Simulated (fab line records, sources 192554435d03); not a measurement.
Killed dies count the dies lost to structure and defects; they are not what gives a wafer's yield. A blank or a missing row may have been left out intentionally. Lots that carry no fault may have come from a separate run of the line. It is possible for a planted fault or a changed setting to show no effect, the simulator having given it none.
fab line records    flow n5-finfet
record lots=7  wafers=39
route steps=1938 shown FIN_SAQP@102 DUMMY_GATE@237 MOL_CONTACT_COAG@608
start-h: hours from the record's opening day to when the first of the lot's shown wafers began    wait-h: hours since the lot's step before    " unchanged from the row above    L1.1+2: a single row standing in for several wafers    - value missing, or start not given    * or withheld: withheld    < > ~ a bound
route shown NAME@n: names a module that has steps shown in the file, with the first one's number in the route    usual: mean and standard deviation over wafers with no fault    same: alike in all rows    chamber/n: place in a boat    sites: readings site by site    _std_site: how widely they spread, as a standard deviation    _edge_site: inner sites' mean taken away from outer sites' mean    radius-mm: for every site, how far away it sits from the centre of the wafer    mask NAME#n: copy n    behind: the tool/chamber that last shaped the wafer    hold: why the lot was held/for how many hours/how that ended    device: transistor that didn't switch, given as n, p or np    end of line: the route-end tests of the same wafers    step lacking rows: just its recipe    killed: dies lost to structure and defects at the first sort, not the wafer's yield    map: per-die view of a wafer (x killed, . not killed, _ where there is no die)
set.NAME: the setting the step ran with; set.NAME@STEP: the setting that earlier step ran with    model.NAME: the simulator's own value behind a step, which no gauge read
lots whose settings were changed on purpose; a table a step, a row a wafer
## steps
# step N5_FIN_SAQP_HM_DEP_72
# recipe material=SiO2  target-thk-a=120  temp-c=400  precursor=SiH4/N2O  pressure-torr=0.75  rf-w=275  time-s=7.2
lot.wafer  tool      chamber  start-h  wait-h  set.time-s  model.SiO2_of_FIN_SAQP_HM_DEP_72.thk-nm
L075.1     pecvd-04  1        27.52    0.0     8.298       13.72
L075.2     "         2        "        "       7.2         12.07
L075.3     "         0        "        "       7.2         11.8
L075.4+6   "         2,1      "        "       8.298       14.13
L075.5     "         0        "        "       7.2         12.11
L079.1     pecvd-04  1        52.04    0.1     7.807       13.12
L079.2     "         2        "        "       7.807       13.18
L079.3     "         0        "        "       7.807       12.58
L079.4     "         0        "        "       7.2         12.06
L079.5     "         1        "        "       7.2         12.15
L079.6     "         2        "        "       7.2         12.31
L080.1     pecvd-03  1        57.60    0.0     7.2         11.71
L080.2     "         2        "        "       8.136       13.39
L080.3     "         0        "        "       7.2         11.96
L080.4     "         2        "        "       7.2         11.76
L080.5     "         1        "        "       8.136       13.61
L080.6     "         0        "        "       8.136       13.53
L082.1     pecvd-03  0        69.72    0.0     7.2         11.75
L082.2     "         2        "        "       7.2         11.77
L082.5     "         0        "        "       7.2         12
L083.1     pecvd-03  1        76.50    0.0     7.2         11.73
L083.2     "         0        "        "       7.2         11.66
L083.3     "         2        "        "       7.2         11.58
L083.4     "         0        "        "       7.2         11.71
L083.5     "         2        "        "       7.2         11.69
L083.6     "         1        "        "       7.2         11.95
L086.1     pecvd-04  2        94.48    0.0     7.647       13.07
L086.2     "         1        "        "       7.2         12.11
L086.3     "         0        "        "       7.647       12.42
L086.4     "         0        "        "       7.647       12.69
L086.5     "         2        "        "       7.2         12.61
L086.6     "         1        "        "       7.2         12.22
L090.1     pecvd-01  0        118.90   0.0     7.2         11.48
L090.2     "         1        "        "       7.804       13.04
L090.3     "         1        "        "       7.2         12.23
L090.4     "         0        "        "       7.804       12.71
L090.5     "         0        "        "       7.804       12.55
L090.6     "         1        "        "       7.2         12.19
# step N5_FIN_SAQP_COAT_49
# recipe resist=SOC  temp-c=250  time-s=60  spin-rpm=1500  resist-thk-nm=100
# step N5_FIN_SAQP_COAT_50
# recipe resist=SiARC  temp-c=220  time-s=60  spin-rpm=1500  resist-thk-nm=35
# step N5_FIN_SAQP_ETCH_52
# recipe chemistry=N2/H2  target=SOC  target-depth-a=1000  overetch-a=200  mask-material=SiARC  temp-c=40  time-s=150  ion-energy-ev=200  pressure-mtorr=30  source-w=840  bias-w=150  n2-flow-sccm=200  h2-flow-sccm=200  ends=end-point
# step N5_FIN_SAQP_STRIP_53
# recipe chemistry=N2/H2  temp-c=40  n2-flow-sccm=200  h2-flow-sccm=200  rf-frequency-hz=6e+07
# step N5_FIN_SAQP_HM_OPEN_73
# recipe chemistry=CHF3/O2  target=SiO2  stop-on=a-Si  target-depth-a=120  over-etch-frac=1.8  mask-material=SOC  time-s=16.8  pressure-mtorr=30  source-w=650  bias-w=170  Ar_flow_sccm=200  CHF3_flow_sccm=50  O2_flow_sccm=5  ion-energy-ev=200  ends=end-point
lot.wafer  tool         chamber  start-h  wait-h  set.time-s@FIN_SAQP_HM_DEP_72  model.etch.depth-nm
L075.1     rie-diel-04  3        28.27    0.0     8.298                          13.72
L075.2     "            1        "        "       7.2                            12.07
L075.3     "            0        "        "       7.2                            11.8
L075.4+6   "            1,3      "        "       8.298                          14.13
L075.5     "            0        "        "       7.2                            12.11
L079.1     rie-diel-02  3        52.78    0.0     7.807                          13.12
L079.2     "            1        "        "       7.807                          13.18
L079.3     "            2        "        "       7.807                          12.58
L079.4     "            0        "        "       7.2                            12.06
L079.5     "            0        "        "       7.2                            12.15
L079.6     "            3        "        "       7.2                            12.31
L080.1     rie-diel-02  2        58.34    0.0     7.2                            11.71
L080.2     "            3        "        "       8.136                          13.39
L080.3     "            1        "        "       7.2                            11.96
L080.4     "            0        "        "       7.2                            11.76
L080.5     "            3        "        "       8.136                          13.61
L080.6     "            2        "        "       8.136                          13.53
L082.1     rie-diel-04  1        70.67    0.0     7.2                            11.75
L082.2     "            3        "        "       7.2                            11.77
L082.5     "            0        "        "       7.2                            12
L083.1     rie-diel-02  3        77.25    0.0     7.2                            11.73
L083.2     "            2        "        "       7.2                            11.66
L083.3     "            1        "        "       7.2                            11.58
L083.4     "            1        "        "       7.2                            11.71
L083.5     "            2        "        "       7.2                            11.69
L083.6     "            3        "        "       7.2                            11.95
L086.1     rie-diel-03  3        95.22    0.0     7.647                          13.07
L086.2     "            2        "        "       7.2                            12.11
L086.3     "            1        "        "       7.647                          12.42
L086.4     "            0        "        "       7.647                          12.69
L086.5     "            0        "        "       7.2                            12.61
L086.6     "            1        "        "       7.2                            12.22
L090.1     rie-diel-02  0        119.54   0.0     7.2                            11.48
L090.2     "            3        "        "       7.804                          13.04
L090.3     "            2        "        "       7.2                            12.23
L090.4     "            1        "        "       7.804                          12.71
L090.5     "            0        "        "       7.804                          12.55
L090.6     "            3        "        "       7.2                            12.19
# step N5_DUMMY_GATE_ETCH_37
# recipe chemistry=N2/H2  target=SOC  target-depth-a=600  overetch-a=300  temp-c=40  ion-energy-ev=200  pressure-mtorr=30  source-w=840  bias-w=150  n2-flow-sccm=200  h2-flow-sccm=200
# usual rf-vpp-V=524.0/2.7
lot.wafer  tool         chamber  start-h  wait-h  set.source-w  rf-vpp-V
L075.1     rie-diel-06  0        53.84    0.0     764.5         544.4
L075.2     "            3        "        "       840           527.4
L075.3     "            1        "        "       764.5         536.3
L075.4     "            2        "        "       840           521.4
L075.5     "            0        "        "       840           527.5
L075.6     "            3        "        "       764.5         545.8
L079.1     rie-diel-06  0        81.39    0.0     840           527.7
L079.2     "            2        "        "       713.6         552.0
L079.3     "            1        "        "       713.6         549.7
L079.4     "            3        "        "       840           527.2
L079.5     "            1        "        "       713.6         550.8
L079.6     "            2        "        "       840           522.9
L080.1     rie-diel-05  3        84.22    0.0     993.9         492.9
L080.2     "            2        "        "       993.9         493.7
L080.3     "            1        "        "       840           520.7
L080.4     "            0        "        "       840           523.1
L080.5     "            3        "        "       993.9         494.3
L080.6     "            2        "        "       840           523.3
L082.1     rie-diel-06  0        93.91    0.0     840           527.2
L082.2     "            2        "        "       840           521.3
L082.5     "            0        "        "       840           526.0
L083.1     rie-diel-05  1        102.60   0.0     994.7         491.6
L083.2     "            0        "        "       840           523.6
L083.3     "            3        "        "       994.7         493.8
L083.4     "            2        "        "       994.7         493.7
L083.5     "            0        "        "       840           524.7
L083.6     "            3        "        "       840           522.3
L086.1     rie-diel-06  3        120.94   0.0     693           564.5
L086.2     "            1        "        "       840           519.9
L086.3     "            0        "        "       840           526.8
L086.4     "            2        "        "       840           523.3
L086.5     "            1        "        "       693           554.5
L086.6     "            2        "        "       693           556.4
L090.1     rie-diel-06  0        142.71   0.0     710.1         557.2
L090.2     "            2        "        "       840           521.5
L090.3     "            1        "        "       710.1         550.1
L090.4     "            3        "        "       710.1         558.4
L090.5     "            1        "        "       840           521.4
L090.6     "            0        "        "       840           526.9
# step N5_DUMMY_GATE_ETCH_42
# recipe chemistry=CHF3/O2  target=SiO2  target-depth-a=35  time-s=31  ion-energy-ev=30  bias-w=12  pressure-mtorr=30  source-w=600  Ar_flow_sccm=200  CHF3_flow_sccm=50  O2_flow_sccm=5
# usual rf-vpp-V=42.4/1.2
lot.wafer  tool         chamber  start-h  wait-h  set.bias-w  rf-vpp-V
L075.1     rie-diel-05  3        54.76    0.2     12          44.7
L075.2     "            0        "        "       12          41.5
L075.3     "            2        "        "       9.726       34.8
L075.4     "            2        "        "       12          41.7
L075.5     "            0        "        "       9.726       35.8
L075.6     "            3        "        "       9.726       36.8
L079.1     rie-diel-06  1        82.35    0.2     12          39.9
L079.2     "            3        "        "       13.84       47.6
L079.3     "            0        "        "       12          44.0
L079.4     "            2        "        "       13.84       44.8
L079.5     "            3        "        "       13.84       44.8
L079.6     "            0        "        "       12          43.8
L080.1     rie-diel-05  1        84.99    0.0     10.67       39.0
L080.2     "            2        "        "       12          40.8
L080.3     "            0        "        "       10.67       37.7
L080.4     "            3        "        "       12          43.9
L080.5     "            1        "        "       10.67       39.3
L080.6     "            0        "        "       12          41.2
L082.1     rie-diel-05  1        94.69    0.0     12          42.4
L082.2     "            0        "        "       12          41.1
L082.5     "            3        "        "       12          46.2
L083.1     rie-diel-05  2        103.38   0.0     12          41.0
L083.2     "            1        "        "       12          44.2
L083.3     "            0        "        "       10.61       38.5
L083.4     "            3        "        "       10.61       39.6
L083.5     "            1        "        "       10.61       39.1
L083.6     "            2        "        "       12          40.9
L086.1     rie-diel-01  1        121.78   0.1     10.29       38.7
L086.2     "            3        "        "       10.29       37.0
L086.3     "            0        "        "       12          43.4
L086.4     "            2        "        "       10.29       38.6
L086.5     "            1        "        "       12          41.6
L086.6     "            2        "        "       12          41.9
L090.1     rie-diel-06  1        143.53   0.0     12          42.1
L090.2     "            3        "        "       12          41.8
L090.3     "            0        "        "       10.04       36.7
L090.4     "            2        "        "       10.04       35.9
L090.5     "            3        "        "       12          41.9
L090.6     "            0        "        "       10.04       37.9
# step N5_MOL_CONTACT_COAG_ALD_133
# recipe material=SiO2  target-thk-a=50  temp-c=100  ald-precursor-family=BDEAS  ald-co-reactant=O2-plasma  pulse-time-s=1  co-reactant-pulse-time-s=1  purge-time-s=2  co-reactant-purge-time-s=2  ald-cycles=35  pressure-torr=2
lot.wafer         tool        chamber      start-h  wait-h  set.ald-cycles  model.SiO2_of_MOL_CONTACT_COAG_ALD_133.thk-nm
L075.1+2+3+4+5+6  ald-sin-03  3,2,1,0,3,0  105.24   0.1     35              5
L079.1+2+5        ald-sin-01  0,1,0        138.63   1.4     33              4.8
L079.3+4+6        "           2,3,3        "        "       35              5
L080.1+3+6        ald-sin-04  2,0,3        141.70   0.1     35              5
L080.2+4+5        "           1,3,2        "        "       33              4.8
L082.1+2+5        ald-sin-01  2,1,3        149.41   0.6     35              5
L083.1+2+3+4+5+6  ald-sin-01  3,0,1,2,1,2  155.11   0.1     35              5
L086.1+2+3        ald-sin-01  1,2,3        178.10   0.1     31              4.4
L086.4+5+6        "           0,2,3        "        "       35              5
L090.1+2+3+4+5+6  ald-sin-03  2,1,3,0,0,3  195.29   0.1     35              5
## key
split step=N5_FIN_SAQP_HM_DEP_72  setting=time-s  stated=7.2  by=wafer
response step=N5_FIN_SAQP_HM_DEP_72  reading=model.SiO2_of_FIN_SAQP_HM_DEP_72.thk-nm  change=+0.118  per=1%  r=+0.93
response step=N5_FIN_SAQP_HM_OPEN_73  reading=model.etch.depth-nm  change=+0.118  per=1%  r=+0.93
split step=N5_DUMMY_GATE_ETCH_37  setting=source-w  stated=840  by=wafer
response step=N5_DUMMY_GATE_ETCH_37  reading=rf-vpp-V  change=-1.78  per=1%  r=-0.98
split step=N5_DUMMY_GATE_ETCH_42  setting=bias-w  stated=12  by=wafer
response step=N5_DUMMY_GATE_ETCH_42  reading=rf-vpp-V  change=+0.295  per=1%  r=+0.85
split step=N5_MOL_CONTACT_COAG_ALD_133  setting=ald-cycles  stated=35  by=wafer
response step=N5_MOL_CONTACT_COAG_ALD_133  reading=model.SiO2_of_MOL_CONTACT_COAG_ALD_133.thk-nm  change=+0.0467  per=1%  r=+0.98
